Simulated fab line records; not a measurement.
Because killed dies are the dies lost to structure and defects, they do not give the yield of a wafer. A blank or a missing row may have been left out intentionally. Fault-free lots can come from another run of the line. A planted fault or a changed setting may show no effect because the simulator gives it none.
Chamber matching ; flow n5-finfet ; rie-diel-05 running N5_BEOL_M1_VIA_ETCH_34: 4 sister chambers
The step etches the open film in C4F6/O2, target depth 67.8 nm, time 64.4 s. 14 wafers are shown with their chamber, then 7 later ones without.

WAFERS, EACH WITH ITS CHAMBER
wafer;chamber;drypump-motor-current-A (A);throttle-valve-pct (%);showerhead-plenum-p-Torr (Torr)
L075.2;2;5.3;30.91;2.95
L075.4;0;6.7;31.25;2.73
L075.5;0;6.7;31.25;2.73
L079.1;3;5.0;30.66;3.01
L079.2;2;5.3;30.92;2.94
L079.6;0;6.7;31.25;2.73
L083.1;0;6.7;31.27;2.72
L083.2;3;4.9;30.64;3.01
L083.4;3;5.0;30.66;3.01
L085.2;0;6.7;31.30;2.71
L085.4;1;6.7;31.29;2.74
L085.6;3;4.9;30.68;2.99
L094.3;0;6.7;31.30;2.71
L094.4;2;5.3;30.93;2.93

SIGNATURES (averages over the wafers above)
reading;chamber 0;chamber 1;chamber 2;chamber 3;scatter within a chamber
drypump-motor-current-A;6.700;6.700;5.300;4.950;0.0316
throttle-valve-pct;31.2700;31.2900;30.9200;30.6600;0.02
showerhead-plenum-p-Torr;2.7217;2.7400;2.9400;3.0050;0.00992
Rule: for a wafer and a chamber, the distance is found by dividing, reading by reading, the gap between the wafer's reading and the chamber's mean by the reading's scatter, squaring, summing and taking the root. If the next closest chamber is less than 2 further off than the closest, the wafer can't be placed; otherwise it belongs to the closest. The scatter is the square root of a quotient: the sum, over the shown wafers, of each reading's squared deviation from its chamber's mean, divided by wafers minus chambers.

WAFERS WITHOUT THEIR CHAMBER
wafer;drypump-motor-current-A (A);throttle-valve-pct (%);showerhead-plenum-p-Torr (Torr)
L094.5;6.7;31.27;2.74
L096.1;6.7;31.28;2.74
L096.4;6.7;31.32;2.71
L096.5;5.3;30.94;2.93
L097.1;4.9;30.68;2.99
L097.3;5.3;30.95;2.93
L097.6;4.9;30.69;2.99

WHICH CHAMBER EACH WENT THROUGH
wafer;from the rows above;in truth
L094.5;can't be placed: 1 or 0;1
L096.1;can't be placed: 1 or 0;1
L096.4;can't be placed: 0 or 1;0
L096.5;2;2
L097.1;3;3
L097.3;2;2
L097.6;3;3
Placed correctly: 4 of 7. Not placeable from these rows: 3 (in 3, the candidates include the true chamber). Placed wrongly: 0.
